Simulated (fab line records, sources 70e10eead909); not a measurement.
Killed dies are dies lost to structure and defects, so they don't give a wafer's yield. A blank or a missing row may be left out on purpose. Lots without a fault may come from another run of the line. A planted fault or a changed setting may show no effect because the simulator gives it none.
Which tool did it? | flow nand_harc | 11 lots, 33 wafers sampled, at 4 steps of a route of 1159

WHAT THE GAUGES READ, wafer by wafer
The record holds no reading of a measuring or inspecting step that can be judged against a usual standard deviation.

WHICH TOOL RAN EACH LOT (tool, then ch and the chambers of the sampled wafers, then the start)
lot  | NHARC_P_M2_STRIP_18                | NHARC_P_M2_PVD_20                       | NHARC_P_M2_ANNEAL_31             | NHARC_P_BONDPAD_ETCH_37
L992 | rie_diel-06 ch 0,1,3, day 6 15:31  | pvd_sputter-02, day 6 17:01 or earlier  | rtp_anneal-01 ch 0, day 6 17:01  | rie_diel-03 ch 0,2,3, day 6 19:48
L995 | rie_diel-05 ch 0,2,3, day 6 23:52  | pvd_sputter-03, day 7 01:19 or earlier  | rtp_anneal-02 ch 0, day 7 01:19  | rie_diel-03 ch 0,1,2, day 7 04:24
L997 | rie_diel-06 ch 0,3, day 7 14:02    | pvd_sputter-02, day 7 15:27 or earlier  | rtp_anneal-01 ch 0, day 7 15:27  | rie_diel-03 ch 0,1, day 7 18:22
L108 | rie_diel-06 ch 0,2, day 10 04:41   | pvd_sputter-03, day 10 06:02 or earlier | rtp_anneal-01 ch 0, day 10 06:02 | rie_diel-03 ch 0,1, day 10 08:56
L107 | rie_diel-06 ch 0,3, day 10 05:20   | pvd_sputter-01, day 10 06:43 or earlier | rtp_anneal-02 ch 0, day 10 06:43 | rie_diel-03 ch 1,2,3, day 10 09:39
L109 | rie_diel-02 ch 0,2,3, day 10 12:09 | pvd_sputter-01, day 10 13:31 or earlier | rtp_anneal-01 ch 0, day 10 13:31 | rie_diel-08 ch 0,1,2, day 10 16:26
L110 | rie_diel-02 ch 0,2, day 10 14:35   | pvd_sputter-01, day 10 15:58 or earlier | rtp_anneal-02 ch 0, day 10 15:58 | rie_diel-03 ch 0,2,3, day 10 18:53
L111 | rie_diel-06 ch 0,1, day 10 23:50   | pvd_sputter-02, day 11 01:14 or earlier | rtp_anneal-02 ch 0, day 11 01:14 | rie_diel-03 ch 0,1,3, day 11 04:08
L112 | rie_diel-05 ch 1,2,3, day 11 05:07 | pvd_sputter-01, day 11 06:35 or earlier | rtp_anneal-01 ch 0, day 11 06:35 | rie_diel-03 ch 1,2, day 11 09:32
L114 | rie_diel-02 ch 0,1, day 11 11:04   | pvd_sputter-01, day 11 12:28 or earlier | rtp_anneal-01 ch 0, day 11 12:28 | rie_diel-03 ch 1,3, day 11 15:26
L115 | rie_diel-06 ch 2,3, day 11 22:02   | pvd_sputter-02, day 11 23:31 or earlier | rtp_anneal-02 ch 0, day 11 23:31 | rie_diel-03 ch 0,1,2, day 12 02:19
- NHARC_P_M2_STRIP_18: strips in N2/H2.
- NHARC_P_M2_PVD_20: deposits TaN, target thk 5 nm, time 8.06 s.
- NHARC_P_M2_ANNEAL_31: time 90 s.
- NHARC_P_BONDPAD_ETCH_37: etches the open film in N2/H2, target depth 60 nm, overetch 18 nm, time 65.91 s.

WHAT THE TOOLS THEMSELVES READ (means of the sampled wafers that have a number; where no wafer has one, the mark that the record gives instead)
NHARC_P_M2_STRIP_18.
lot  | tool        | drypump_motor_current_A (A) | oes_product_au (a.u.) | rf_vpp_V (V) | showerhead_plenum_p_Torr (Torr) | throttle_valve_pct (%)
L992 | rie_diel-06 | 5.8                         | 0.989                 | 91.3         | 2.03                            | 14.169
L995 | rie_diel-05 | 5.9                         | 0.994                 | 90.5         | 2.06                            | 14.165
L997 | rie_diel-06 | 6.2                         | 0.998                 | 90.7         | 2.07                            | 14.174
L108 | rie_diel-06 | 6.6                         | 1.002                 | 91.3         | 2.14                            | 14.164
L107 | rie_diel-06 | 6.3                         | 1.003                 | 89.9         | 2.07                            | 14.171
L109 | rie_diel-02 | 5.7                         | 1.007                 | 90.7         | 2.02                            | 14.178
L110 | rie_diel-02 | 5.6                         | 1.004                 | 90.5         | 1.99                            | 14.166
L111 | rie_diel-06 | 5.8                         | 0.983                 | 89.8         | 1.95                            | 14.173
L112 | rie_diel-05 | 5.9                         | 1.006                 | 90.5         | 2.02                            | 14.172
L114 | rie_diel-02 | 5.7                         | 1.003                 | 91.5         | 2.10                            | 14.166
L115 | rie_diel-06 | 6.2                         | 1.004                 | 90.7         | 2.19                            | 14.166

NHARC_P_M2_PVD_20.
lot  | tool           | throttle_valve_pct (%)
L992 | pvd_sputter-02 | 29.6
L995 | pvd_sputter-03 | 29.7
L997 | pvd_sputter-02 | 29.2
L108 | pvd_sputter-03 | 30.6
L107 | pvd_sputter-01 | 31.3
L109 | pvd_sputter-01 | 30.3
L110 | pvd_sputter-01 | 31.4
L111 | pvd_sputter-02 | 29.0
L112 | pvd_sputter-01 | 30.0
L114 | pvd_sputter-01 | 30.3
L115 | pvd_sputter-02 | 29.4

NHARC_P_M2_ANNEAL_31.
lot  | tool          | wafer_temp_C_max
L992 | rtp_anneal-01 | 225.75
L995 | rtp_anneal-02 | 225.87
L997 | rtp_anneal-01 | 225.93
L108 | rtp_anneal-01 | 225.92
L107 | rtp_anneal-02 | 225.54
L109 | rtp_anneal-01 | 225.85
L110 | rtp_anneal-02 | 226.05
L111 | rtp_anneal-02 | 226.08
L112 | rtp_anneal-01 | 225.79
L114 | rtp_anneal-01 | 225.87
L115 | rtp_anneal-02 | 225.95

NHARC_P_BONDPAD_ETCH_37.
lot  | tool        | drypump_motor_current_A (A) | oes_product_au (a.u.) | rf_vpp_V (V) | showerhead_plenum_p_Torr (Torr) | throttle_valve_pct (%)
L992 | rie_diel-03 | 5.7                         | 0.989                 | 430.9        | 2.04                            | 14.181
L995 | rie_diel-03 | 5.8                         | 0.949                 | 429.9        | 2.01                            | 14.164
L997 | rie_diel-03 | 5.8                         | 0.946                 | 429.1        | 1.97                            | 14.178
L108 | rie_diel-03 | 5.6                         | 0.992                 | 428.7        | 1.98                            | 14.170
L107 | rie_diel-03 | 6.0                         | 0.996                 | 430.0        | 2.03                            | 14.175
L109 | rie_diel-08 | 5.7                         | 0.997                 | 430.8        | 2.01                            | 14.173
L110 | rie_diel-03 | 5.8                         | 1.006                 | 430.8        | 2.03                            | 14.165
L111 | rie_diel-03 | 5.8                         | 1.003                 | 429.7        | 2.00                            | 14.185
L112 | rie_diel-03 | 5.9                         | 1.007                 | 430.3        | 2.04                            | 14.165
L114 | rie_diel-03 | 6.0                         | 1.009                 | 429.5        | 2.00                            | 14.170
L115 | rie_diel-03 | 5.8                         | 1.000                 | 429.6        | 2.01                            | 14.172

THE ANSWER, worked out from the rows above alone
Rule: what is usual is taken from the lots themselves. Put in order of their means at a reading, lots are off if they are a third of the lots or fewer, leave a main group of 4 or more, and stand apart from it by a gap of 3 or more times the standard deviation of the main group's means; of several such gaps the widest counts. A main group whose means are all the same, to the digits that the tables above print for the reading, isn't used. A lot without any number at a reading at which 4 lots or more have one is off too. The other lots that the step has rows for count as sound. The gauges are gone through in route order, then the tools' own readings, and for those a lot's mean is taken as printed above. The first step at which some lot is off is used, and at that step the reading that is off furthest; a lot without a number counts as furthest.
Off: L995, L997, at NHARC_P_BONDPAD_ETCH_37 (oes_product_au). The main group: mean 1.000 a.u., standard deviation 0.0065.
A tool fits if, at that step or a process step before it, it ran every lot that is off, and no sound lot after the first of them. NHARC_P_M2_PVD_20 gives no start for some lots, so the hours and the order of its lots are those of NHARC_P_M2_ANNEAL_31. None of those tried fits.

WHAT THE SIMULATOR HAD PUT IN
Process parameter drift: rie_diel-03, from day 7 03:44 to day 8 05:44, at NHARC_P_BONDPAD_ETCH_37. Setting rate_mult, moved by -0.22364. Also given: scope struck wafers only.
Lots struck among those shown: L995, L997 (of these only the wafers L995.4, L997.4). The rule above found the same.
